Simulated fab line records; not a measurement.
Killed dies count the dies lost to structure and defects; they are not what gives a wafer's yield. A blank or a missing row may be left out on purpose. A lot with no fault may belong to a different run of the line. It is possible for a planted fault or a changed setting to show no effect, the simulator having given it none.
fab line records	flow n5Finfet
record: lots: 6	wafers: 18	lastDay: 17
route steps=1938 shown SDB@352 BEOL_M4@1111
lots with no fault: from the same line, run without faults
startH: start of the lot's first displayed wafer, in hours after the record's first day	waitH: hours from the lot's prior step to this one	" unchanged from the row above	L1.1+2: a single row standing in for several wafers	- no value present, or no start provided	* or withheld: withheld	< > ~ a bound
route shown NAME@n: names a module that has steps shown in the file, with the first one's number in the route	usual: mean/standard deviation taken from wafers without a fault	same: alike in all rows	chamber/n: place in a boat	sites: each site's reading	_std_site: the values' standard deviation	_edge_site: mean of outer sites minus mean of inner sites	radiusMm: for every site, how far away it sits from the centre of the wafer	mask NAME#n: copy n	behind: the most recent tool/chamber to have shaped the wafer	hold: why the lot was held/for how many hours/how that ended	device: which transistor (n, p or np) failed to switch	end of line: the same wafers' tests at the end of the route	for a step that has no rows: nothing shown but its recipe	killed: at the first sort, the dies lost to defects and structure; wafer yield is something else	map: the dies of a wafer, with x for killed, . for not killed, _ for no die there
set.NAME: setting as actually run; set.NAME@STEP: the setting as run at that earlier step	model.NAME: the simulator's own value behind a step, which no gauge read
a table for each step, a row for each wafer; lots at some steps of the route
services: the hour from which a tool's chamber was out of use, counted from the record's first day as startH (under 0 if before that day), plus the number of hours and why
== steps ==
step: N5_SDB_SOFTBAKE_06
recipe: tempC: 110	timeS: 60	resist: CAR-ArF
step: N5_SDB_EXPOSE_08
recipe: maskId: SDB	na: 1.35	sourceShape: conventional	sigmaOuter: 0.5	polarization: unpolarized	doseMj: 49.6
step: N5_SDB_PEB_09
recipe: pebTempC: withheld	pebTimeS: 60	resist: CAR-ArF
step: N5_SDB_DEVELOP_10
recipe: developTimeS: 30	developer: TMAH	resist: CAR-ArF	rinseLiquid: diw	dry: airSpin	devTempC: 23
step: N5_SDB_CD_MEAS_11
recipe: targetCdNm: 50	landingEnergyEv: 500	detector: seInlens	polarity: opening
usual: cdNm: 50.1/0.85
lot.wafer	tool	chamber	startH	waitH	cdNm
L966.2	cdSem-01	0	63.05	-	50.5
L966.4	"	0	"	"	50.5
L966.6	"	0	"	"	50.8
L972.3	cdSem-01	0	104.04	-	49.3
L972.4	"	0	"	"	49.4
L972.5	"	0	"	"	49.6
L975.2	cdSem-02	0	127.33	-	48.9
L975.4	"	0	"	"	49.2
L975.6	"	0	"	"	50.3
L978.1	cdSem-03	0	145.32	-	50.4
L978.3	"	0	"	"	50.3
L978.5	"	0	"	"	50.8
L986.1	cdSem-03	0	191.65	-	49.5
L986.4	"	0	"	"	49.0
L986.6	"	0	"	"	49.5
L988.3	cdSem-01	0	204.21	-	49.4
L988.4	"	0	"	"	49.3
L988.5	"	0	"	"	51.1
step: N5_SDB_OVL_MEAS_12
recipe: pointsPerWafer: 44
usual: SDB_OVL: 0.0/0.77
lot.wafer	tool	chamber	startH	waitH	SDB_OVL[nm]
L966.2	overlay-01	0	63.08	0.0	1.2
L966.4	"	0	"	"	1.0
L966.6	"	0	"	"	0.8
L972.3	overlay-02	0	104.07	0.0	0.8
L972.4	"	0	"	"	0.3
L972.5	"	0	"	"	1.2
L975.2	overlay-02	0	127.36	0.0	-0.6
L975.4	"	0	"	"	0.3
L975.6	"	0	"	"	1.5
L978.1	overlay-02	0	145.35	0.0	1.0
L978.3	"	0	"	"	0.6
L978.5	"	0	"	"	0.3
L986.1	overlay-02	0	191.69	0.0	0.3
L986.4	"	0	"	"	-0.1
L986.6	"	0	"	"	0.5
L988.3	overlay-01	0	204.24	0.0	0.9
L988.4	"	0	"	"	1.6
L988.5	"	0	"	"	0.6
step: N5_SDB_INSPECT_13
recipe: mode: adi	inspectInstrument: brightfield
usual: rawDefectCount: 75/33
lot.wafer	tool	chamber	startH	waitH	rawDefectCount
L966.2	defectInspect-01	-	63.10	0.0	64
L966.4	"	-	"	"	113
L966.6	"	-	"	"	78
L972.3	defectInspect-01	-	104.09	0.0	88
L972.4	"	-	"	"	72
L972.5	"	-	"	"	79
L975.2	defectInspect-01	-	127.38	0.0	63
L975.4	"	-	"	"	41
L975.6	"	-	"	"	135
L978.1	defectInspect-02	-	145.37	0.0	92
L978.3	"	-	"	"	62
L978.5	"	-	"	"	46
L986.1	defectInspect-02	-	191.71	0.0	58
L986.4	"	-	"	"	57
L986.6	"	-	"	"	50
L988.3	defectInspect-01	-	204.26	0.0	81
L988.4	"	-	"	"	110
L988.5	"	-	"	"	56
step: N5_SDB_DESCUM_16
recipe: chemistry: O2	timeS: 7.9	sourcePowerW: 50	biasPowerW: 20	pressureMtorr: 20	rfFrequencyHz: 2.712e+07	tempC: 40	resist: CAR-ArF	o2FlowSccm: 225
usual: biasPowerW: 20.00/0.059	drypumpMotorCurrentA: 5.9/0.38	oesProductAu: 0.74/0.06	rfVppV: 243.3/1	showerheadPlenumPTorr: 2.10/0.048	throttleValvePct: 20.51/0.13
lot.wafer	tool	chamber	startH	waitH	biasPowerW	drypumpMotorCurrentA	oesProductAu	rfHoursCounterH	rfVppV	showerheadPlenumPTorr	throttleValvePct
L966.2	rieDiel-03	1	63.13	0.0	20.11	6.0	0.71	205	242.4	2.07	20.71
L966.4	"	0	"	"	19.97	5.5	0.73	185	244.8	2.16	20.32
L966.6	"	1	"	"	20.05	6.0	0.72	-	242.3	2.07	20.68
L972.3	rieDiel-03	3	104.12	0.0	20.01	6.1	0.72	209	243.0	2.06	20.45
L972.4	"	0	"	"	19.92	5.5	0.71	203	241.7	2.16	20.35
L972.5	"	2	"	"	19.98	5.8	0.73	-	243.9	2.09	20.55
L975.2	rieDiel-04	2	127.83	0.4	20.06	5.2	0.75	170	243.4	2.08	20.63
L975.4	"	1	"	"	20.05	5.7	0.79	120	244.8	2.18	20.61
L975.6	"	1	"	"	20.06	5.7	0.79	-	245.2	2.18	20.59
L978.1	rieDiel-01	2	145.65	0.3	20.08	5.9	0.77	134	242.9	2.10	20.23
L978.3	"	3	"	"	20.05	6.1	0.87	42	244.1	2.13	20.53
L978.5	"	0	"	"	20.00	6.4	0.90	-	244.5	2.22	20.46
L986.1	rieDiel-01	1	191.96	0.3	20.09	6.6	0.71	204	243.1	2.06	20.60
L986.4	"	0	"	"	20.02	6.5	0.87	35	245.1	2.21	20.48
L986.6	"	3	"	"	20.13	6.1	0.85	-	243.5	2.13	20.54
L988.3	rieDiel-01	2	204.47	0.2	20.03	5.9	0.75	156	244.2	2.09	20.25
L988.4	"	0	"	"	19.97	6.5	0.88	39	244.6	2.21	20.47
L988.5	"	1	"	"	19.94	6.7	0.72	-	244.4	2.06	20.62
step: N5_SDB_ETCH_17
recipe: chemistry: CF4	target: SiARC	targetDepthA: 234	maskMaterial: CAR-ArF	timeS: 39	ionEnergyEv: 80	pressureMtorr: 40	sourceW: 545	biasW: 36	Ar_flow_sccm: 100	cf4FlowSccm: 100	ends: cleared
usual: drypumpMotorCurrentA: 5.9/0.37	etchRfOnTimeS: 39.2/0.56	oesProductAu: 0.63/0.051	rfVppV: 184.3/1.1	showerheadPlenumPTorr: 2.16/0.048	throttleValvePct: 15.73/0.13
lot.wafer	tool	chamber	startH	waitH	drypumpMotorCurrentA	etchRfOnTimeS	oesProductAu	rfHoursCounterH	rfVppV	showerheadPlenumPTorr	throttleValvePct
L966.2	rieDiel-03	1	63.17	0.0	6.0	38.6	0.61	205	182.4	2.13	15.90
L966.4	"	0	"	"	5.5	38.8	0.61	185	184.8	2.21	15.56
L966.6	"	1	"	"	6.0	39.3	0.60	-	183.5	2.13	15.90
L972.3	rieDiel-03	3	104.16	0.0	6.2	38.8	0.61	209	183.1	2.12	15.70
L972.4	"	0	"	"	5.5	39.1	0.60	203	185.0	2.21	15.59
L972.5	"	2	"	"	5.8	39.9	0.62	-	185.3	2.13	15.72
L975.2	rieDiel-04	2	127.86	0.0	5.2	39.0	0.63	170	183.7	2.14	15.86
L975.4	"	1	"	"	5.7	39.0	0.67	120	184.9	2.24	15.81
L975.6	"	1	"	"	5.7	39.0	0.67	-	185.9	2.24	15.81
L978.1	rieDiel-01	2	145.69	0.0	5.9	39.3	0.65	134	184.0	2.15	15.47
L978.3	"	3	"	"	6.1	39.0	0.74	42	183.5	2.18	15.64
L978.5	"	0	"	"	6.5	39.2	0.77	-	186.3	2.28	15.65
L986.1	rieDiel-01	1	192.00	0.0	6.6	38.9	0.61	204	182.1	2.13	15.91
L986.4	"	0	"	"	6.5	39.0	0.75	35	186.1	2.27	15.67
L986.6	"	3	"	"	6.1	38.7	0.72	-	184.5	2.17	15.66
L988.3	rieDiel-01	2	204.51	0.0	5.9	39.2	0.64	156	184.1	2.15	15.52
L988.4	"	0	"	"	6.5	39.0	0.74	39	186.5	2.27	15.64
L988.5	"	1	"	"	6.7	38.6	0.61	-	183.7	2.12	15.92
step: N5_SDB_ETCH_18
recipe: chemistry: N2/H2	target: SOC	targetDepthA: 1000	overetchA: 200	maskMaterial: SiARC	tempC: 40	timeS: 150	ionEnergyEv: 200	pressureMtorr: 30	sourceW: 840	biasW: 150	n2FlowSccm: 200	h2FlowSccm: 200
usual: drypumpMotorCurrentA: 5.9/0.37	oesProductAu: 0.67/0.051	rfVppV: 524.5/1.7	showerheadPlenumPTorr: 2.56/0.06	throttleValvePct: 17.97/0.15
lot.wafer	tool	chamber	startH	waitH	drypumpMotorCurrentA	oesProductAu	rfHoursCounterH	rfVppV	showerheadPlenumPTorr	throttleValvePct
L966.2	rieDiel-03	1	63.20	0.0	6.0	0.64	205	525.5	2.52	18.23
L966.4	"	0	"	"	5.5	0.65	185	526.8	2.64	17.80
L966.6	"	1	"	"	6.0	0.64	-	523.7	2.52	18.21
L972.3	rieDiel-03	3	104.19	0.0	6.2	0.64	209	522.2	2.52	17.87
L972.4	"	0	"	"	5.5	0.63	203	525.5	2.63	17.80
L972.5	"	2	"	"	5.8	0.66	-	523.2	2.55	17.97
L975.2	rieDiel-04	2	127.90	0.0	5.2	0.66	170	523.8	2.53	18.05
L975.4	"	1	"	"	5.7	0.71	120	527.7	2.67	18.13
L975.6	"	1	"	"	5.7	0.71	-	527.6	2.67	18.13
L978.1	rieDiel-01	2	145.72	0.0	5.9	0.68	134	525.5	2.55	17.76
L978.3	"	3	"	"	6.1	0.79	42	524.9	2.58	17.88
L978.5	"	0	"	"	6.5	0.81	-	528.6	2.70	17.85
L986.1	rieDiel-01	1	192.03	0.0	6.6	0.65	204	523.4	2.52	18.18
L986.4	"	0	"	"	6.5	0.78	35	529.3	2.70	17.86
L986.6	"	3	"	"	6.1	0.76	-	524.3	2.58	17.92
L988.3	rieDiel-01	2	204.54	0.0	5.9	0.67	156	524.5	2.54	17.80
L988.4	"	0	"	"	6.5	0.77	39	526.8	2.69	17.87
L988.5	"	1	"	"	6.7	0.64	-	523.1	2.52	18.19
step: N5_SDB_STRIP_19
recipe: chemistry: N2/H2	tempC: 40	n2FlowSccm: 200	h2FlowSccm: 200	rfFrequencyHz: 6e+07
step: N5_SDB_STRIP_21
recipe: chemistry: CF4	resist: SiARC	powerW: 300	biasPowerW: 75	pressureMtorr: 50	cf4FlowSccm: 150	rfFrequencyHz: 6e+07
usual: biasPowerW: 74.99/0.21	drypumpMotorCurrentA: 5.9/0.37	oesProductAu: 0.74/0.056	rfVppV: 271.4/1.1	showerheadPlenumPTorr: 1.81/0.039	throttleValvePct: 13.72/0.14
lot.wafer	tool	chamber	startH	waitH	biasPowerW	drypumpMotorCurrentA	oesProductAu	rfHoursCounterH	rfVppV	showerheadPlenumPTorr	throttleValvePct
L966.2	rieDiel-03	1	63.34	0.0	74.93	6.0	0.71	205	270.8	1.78	13.90
L966.4	"	0	"	"	74.97	5.5	0.71	185	271.7	1.85	13.56
L966.6	"	1	"	"	75.27	6.0	0.71	-	270.3	1.78	13.91
L972.3	rieDiel-03	3	104.33	0.0	74.95	6.1	0.71	209	271.2	1.78	13.71
L972.4	"	0	"	"	74.76	5.5	0.70	203	271.9	1.85	13.61
L972.5	"	2	"	"	75.12	5.8	0.73	-	270.9	1.79	13.73
L975.2	rieDiel-04	2	128.04	0.0	75.18	5.2	0.73	170	271.1	1.79	13.82
L975.4	"	1	"	"	74.84	5.7	0.78	120	273.5	1.88	13.81
L975.6	"	1	"	"	74.90	5.7	0.78	-	273.9	1.88	13.79
L978.1	rieDiel-01	2	145.86	0.0	74.86	5.9	0.76	134	271.4	1.80	13.43
L978.3	"	3	"	"	75.04	6.1	0.86	42	270.1	1.83	13.58
L978.5	"	0	"	"	75.31	6.4	0.90	-	271.8	1.91	13.55
L986.1	rieDiel-01	1	192.17	0.0	74.77	6.6	0.71	204	270.0	1.78	13.89
L986.4	"	0	"	"	75.00	6.5	0.87	35	272.9	1.90	13.58
L986.6	"	3	"	"	75.32	6.1	0.83	-	271.7	1.82	13.61
L988.3	rieDiel-01	2	204.68	0.0	74.92	5.8	0.74	156	272.0	1.80	13.49
L988.4	"	0	"	"	74.92	6.4	0.86	40	272.6	1.90	13.60
L988.5	"	1	"	"	74.60	6.7	0.71	-	270.3	1.78	13.91
step: N5_SDB_HM_OPEN_20
recipe: chemistry: CH3F/O2	target: SiNx	maskMaterial: SOC	targetDepthA: 240	stopOn: poly-Si	overEtchFrac: 0.4	ionEnergyEv: 120	pressureMtorr: 30	sourceW: 395	biasW: 73	Ar_flow_sccm: 150	CH3F_flow_sccm: 30	O2_flow_sccm: 20
usual: drypumpMotorCurrentA: 5.9/0.38	oesProductAu: 0.61/0.046	overEtchFrac: 0.4/0	rfVppV: 297/3.2	showerheadPlenumPTorr: 2.01/0.047	throttleValvePct: 16.45/0.13
lot.wafer	tool	chamber	startH	waitH	drypumpMotorCurrentA	oesProductAu	overEtchFrac	rfHoursCounterH	rfVppV	showerheadPlenumPTorr	throttleValvePct	model.SOC_of_SDB_COAT_03.thkNm
L966.2	rieDiel-03	1	63.36	0.0	6.0	0.59	0.4	205	298	1.98	16.62	83.8
L966.4	"	0	"	"	5.5	0.59	0.4	185	293	2.07	16.28	84
L966.6	"	1	"	"	6.0	0.59	0.4	-	300	1.98	16.63	84.2
L972.3	rieDiel-03	3	104.35	0.0	6.1	0.59	0.4	209	300	1.97	16.39	84.2
L972.4	"	0	"	"	5.5	0.59	0.4	203	293	2.06	16.31	84.4
L972.5	"	2	"	"	5.8	0.62	0.4	-	296	1.99	16.43	84.6
L975.2	rieDiel-04	2	128.06	0.0	5.2	0.60	0.4	170	292	2.00	16.60	84.2
L975.4	"	1	"	"	5.7	0.65	0.4	120	298	2.09	16.51	83.6
L975.6	"	1	"	"	5.7	0.65	0.4	-	300	2.09	16.52	83.8
L978.1	rieDiel-01	2	145.88	0.0	5.9	0.63	0.4	134	298	2.01	16.20	84.4
L978.3	"	3	"	"	6.1	0.71	0.4	42	295	2.04	16.36	84.2
L978.5	"	0	"	"	6.5	0.75	0.4	-	304	2.13	16.35	84.2
L986.1	rieDiel-01	1	192.19	0.0	6.6	0.59	0.4	204	297	1.98	16.64	84
L986.4	"	0	"	"	6.5	0.64	0.76633	35	305	2.12	16.38	80
L986.6	"	3	"	"	6.1	0.70	0.4	-	296	2.03	16.40	84.2
L988.3	rieDiel-01	2	204.70	0.0	5.9	0.61	0.4	156	298	2.01	16.27	84.2
L988.4	"	0	"	"	6.5	0.64	0.76633	40	304	2.12	16.38	79.6
L988.5	"	1	"	"	6.7	0.61	0.4	-	297	1.98	16.62	83.8
step: N5_SDB_STRIP_22
recipe: chemistry: N2/H2	powerW: 1000	tempC: 250	h2Frac: 0.65	overashFraction: 0.3	pressureMtorr: withheld	n2FlowSccm: 1750	h2FlowSccm: 3250
usual: drypumpMotorCurrentA: 5.83/0.053	heaterPowerW: 356/40	oesProductAu: 0.714/0.0044	stripTimeToEndpointS: 96.29/0.28
lot.wafer	tool	chamber	startH	waitH	drypumpMotorCurrentA	heaterPowerW	oesProductAu	rfHoursCounterH	stripTimeToEndpointS
L966.2	plasmaAsher-02	0	63.44	0.1	5.89	415	0.711	34	95.95
L966.4	"	0	"	"	5.91	421	0.719	-	96.29
L966.6	"	1	"	"	5.78	329	0.721	-	96.33
L972.3	plasmaAsher-01	1	104.47	0.1	5.78	300	0.717	-	96.39
L972.4	"	0	"	"	5.83	360	0.712	-	96.51
L972.5	"	0	"	"	5.83	366	0.712	-	96.82
L975.2	plasmaAsher-02	1	128.14	0.1	5.75	323	0.714	45	96.35
L975.4	"	1	"	"	5.75	322	0.716	-	95.86
L975.6	"	1	"	"	5.75	336	0.712	-	95.94
L978.1	plasmaAsher-02	1	145.96	0.1	5.78	332	0.713	50	96.65
L978.3	"	0	"	"	5.90	414	0.715	-	96.37
L978.5	"	0	"	"	5.91	412	0.715	-	96.38
L986.1	plasmaAsher-01	1	192.27	0.1	5.85	302	0.713	107	96.28
L986.4	"	0	"	"	5.80	359	0.712	-	92.53
L986.6	"	1	"	"	5.83	307	0.708	-	96.33
L988.3	plasmaAsher-02	0	204.82	0.1	5.89	401	0.714	-	96.30
L988.4	"	1	"	"	5.77	329	0.711	-	92.08
L988.5	"	0	"	"	5.91	415	0.719	-	95.99
step: N5_SDB_PRECLEAN_23
recipe: chemistry: dHF	timeS: 30	tempC: 25	dilution: withheld
step: N5_BEOL_M4_RC_MEAS_101
usual: DIBL_N: 36.3/1.2	DIBL_P: 36.7/1.5	IOFF_N: 0.164/0.02	IOFF_P: 0.214/0.024	ION_N: 673/8.5	ION_P: 461/5.9	SS_N: 71.6/0.44	SS_P: 73.3/0.55	VT_N: 249.4/2.4	VT_P: -250.0/2.3
lot.wafer	tool	chamber	startH	waitH	DIBL_N[mV/V]	DIBL_P[mV/V]	IOFF_N[nA/um]	IOFF_P[nA/um]	ION_N[uA/um]	ION_P[uA/um]	SS_N[mV/dec]	SS_P[mV/dec]	VT_N[mV]	VT_P[mV]
L966.2	prober-01	0	158.24	0.2	35.1	35.1	0.145	0.184	670	460	71.3	73.2	251.1	-252.7
L966.4	"	0	"	"	37.0	37.0	0.173	0.213	679	459	72.0	72.8	249.2	-248.5
L966.6	"	0	"	"	33.9	33.9	0.127	0.173	668	459	71.4	72.7	253.1	-251.3
L972.3	prober-01	0	203.97	0.3	36.2	36.6	0.152	0.224	671	470	71.6	73.2	250.0	-247.6
L972.4	"	0	"	"	36.2	35.8	0.153	0.211	678	462	70.7	73.6	248.5	-249.2
L972.5	"	0	"	"	36.8	36.6	0.164	0.228	670	464	71.2	73.3	248.7	-245.8
L975.2	prober-01	0	232.39	0.2	37.4	38.2	0.176	0.252	673	467	72.1	73.2	248.4	-246.0
L975.4	"	0	"	"	36.3	37.4	0.160	0.228	664	460	71.9	73.2	248.9	-250.0
L975.6	"	0	"	"	37.3	38.4	0.179	0.254	678	466	71.8	74.4	247.0	-246.8
L978.1	prober-02	0	247.75	0.0	37.7	36.2	0.166	0.207	667	461	72.1	73.8	248.4	-253.3
L978.3	"	0	"	"	38.3	36.9	0.179	0.223	673	457	71.8	74.3	248.9	-247.9
L978.5	"	0	"	"	38.0	37.0	0.183	0.222	672	457	71.5	73.8	249.3	-252.9
L986.1	prober-02	0	286.17	0.0	37.4	36.7	0.173	0.218	677	464	71.2	72.6	249.8	-250.0
L986.4	"	0	"	"	36.9	35.8	0.159	0.203	656	453	71.7	73.3	250.4	-253.3
L986.6	"	0	"	"	36.5	35.9	0.157	0.211	668	459	71.1	73.2	249.5	-249.3
L988.3	prober-02	0	303.10	0.3	37.8	37.9	0.176	0.228	681	468	71.1	72.6	248.3	-247.1
L988.4	"	0	"	"	37.9	38.0	0.180	0.226	679	464	72.1	73.4	246.9	-251.0
L988.5	"	0	"	"	38.6	39.1	0.198	0.242	687	467	72.2	73.1	246.9	-250.7
== services ==
tool	chamber	startH	hours	kind
rieDiel-04	2	44.97	6.9	repair
rieDiel-04	-	59.15	0.5	repair
rieDiel-04	-	63.20	14.6	pm
rieDiel-01	0	73.23	-	clean
rieDiel-01	0	73.23	-	consumableReplace:focusRing
rieDiel-01	0	73.23	-	consumableReplace:showerhead
rieDiel-01	0	73.23	15.8	scheduledDown
rieDiel-01	0	73.23	15.8	ventCycle
rieDiel-03	3	90.78	8.7	repair
rieDiel-03	2	120.65	6.2	repair
rieDiel-01	1	121.10	5.2	repair
rieDiel-03	0	155.80	6.7	repair
rieDiel-04	3	168.49	-	clean
rieDiel-04	3	168.49	-	consumableReplace:focusRing
rieDiel-04	3	168.49	13.4	scheduledDown
rieDiel-04	3	168.49	13.4	ventCycle
rieDiel-03	1	180.59	-	clean
rieDiel-03	1	180.59	-	consumableReplace:focusRing
rieDiel-03	1	180.59	22.5	scheduledDown
rieDiel-03	1	180.59	22.5	ventCycle
== key ==
firstSign: step: N5_SDB_HM_OPEN_20	reading: overEtchFrac	direction: up	sigmas: 99+	usual: 0.4	struck: 0.76633
effect: step: N5_SDB_STRIP_22	reading: stripTimeToEndpointS	direction: down	sigmas: 14	usual: *	struck: *
modelEffect: step: N5_SDB_HM_OPEN_20	value: SOC_of_SDB_COAT_03.thkNm	without: 84	struck: 79.8
metAt N5_SDB_HM_OPEN_20
struckWafers L986.4,L988.4
onsetBetween 145.88 192.19
fault: kind: processParameterDrift	tool: rieDiel-01	chamber: 0	onsetH: 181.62	steps: N5_SDB_HM_OPEN_20	channel: overEtchFrac	offset: 0.36633	shape: step	endH: 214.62	actsIn: theseRecipesOnly	stated: 0.4
